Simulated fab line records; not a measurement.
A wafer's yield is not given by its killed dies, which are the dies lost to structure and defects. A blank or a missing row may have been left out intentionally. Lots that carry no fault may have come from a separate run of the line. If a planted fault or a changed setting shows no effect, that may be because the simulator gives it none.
8D (eight disciplines) problem report, filled in by code / flow nandHarc / the parts of the form that need people (team, actions taken, sign-off) are left out

## 1. PROBLEM STATEMENT
At NHARC_A_CHANNEL_HOLE_D1_ETCH_44, runLengthS averages 90.6 s over 3 wafers from 2 lots, while fault-free wafers read 98.2 s, standard deviation 0.32. That puts it -24 standard deviations away from the usual mean.
The step: etches the open film in CF4/O2, target depth 140 nm, overetch 14 nm, time 77 s.
First observed at day 13 07:55: wafer L502.3, on rieDiel-03. The record holds 42 wafers of 14 lots with a number at this step. Rule for "out", or "out of limits": more than 4 standard deviations from the usual mean. The other wafers with a number count as sound.

## 2. WHAT IT IS; WHAT IT IS NOT
question=which readings at this step | is=runLengthS | is not=drypumpMotorCurrentA, rfVppV, showerheadPlenumPTorr, throttleValvePct
question=which lots | is=L501, L502 | is not=L491, L492, L493, L496, L499, L500, L508, L509, L511, L512, L513, L514
question=which wafers of those lots | is=L501.1, L501.4, L502.3 | is not=L501.3, L502.2, L502.4
question=read on which tools | is=rieDiel-03 | is not=rieDiel-01, rieDiel-07
question=when | is=from day 13 07:55 | is not=up to then (20 sound wafers); but 19 sound wafers of L501, L508, L509, L511, L512, L513, L514 came after

## 3. SUSPECTS, AND WHAT RULES EACH OUT
Counting: any tool at a process step up to the reading remains a suspect provided it ran every lot that is out. Sound lots after the first of them don't rule it out here, since some wafers of a struck lot are sound.
- rieDiel-03 at NHARC_A_CHANNEL_HOLE_D1_ETCH_44 (etches the open film in CF4/O2, target depth 140 nm, overetch 14 nm, time 77 s): kept. Ran every lot that is out, first one L502 (day 13 07:55); last sound lot up to then L500 (day 12 11:02). Its own readings are out on those wafers: runLengthS.
- In rieDiel-03 at NHARC_A_CHANNEL_HOLE_D1_ETCH_44, the wafers that are out were processed in chamber 0 and their sound lot-mates in chambers 1, 2.
After counting, what remains is rieDiel-03 at NHARC_A_CHANNEL_HOLE_D1_ETCH_44.

## 4. THE CAUSE (what the simulator had put in)
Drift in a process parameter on rieDiel-03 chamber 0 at NHARC_A_CHANNEL_HOLE_D1_ETCH_44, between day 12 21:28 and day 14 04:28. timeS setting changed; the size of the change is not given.
This tool alone remained once counting was done.

## 5. SEQUENCE OF EFFECTS, ordered by route
Each row: a reading whose mean over the struck wafers that have a number lies more than 3 standard deviations from the usual. Scope: only readings with a usual standard deviation given in the record; hours: median across lots of the time from each lot's start at the first step in this table that gives one to its start at this step; sigmas: change in usual standard deviations.
hours=0; step=NHARC_A_CHANNEL_HOLE_D1_ETCH_44; reading=runLengthS; usual=98.2 s; on struck wafers=90.6; change=-7.6; sigmas=-24
Here are the process steps it includes:
- NHARC_A_CHANNEL_HOLE_D1_ETCH_44: etches the open film in CF4/O2, target depth 140 nm, overetch 14 nm, time 77 s.
Readings that are blank on the struck wafers while sound wafers have them: rfFwdPowerW at NHARC_A_CHANNEL_HOLE_D1_ETCH_44.

## 6. WHAT WOULD HAVE CAUGHT IT SOONER
In this record no reading fell out of limits until day 13 07:55, 10 hours after the fault had begun at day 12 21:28.
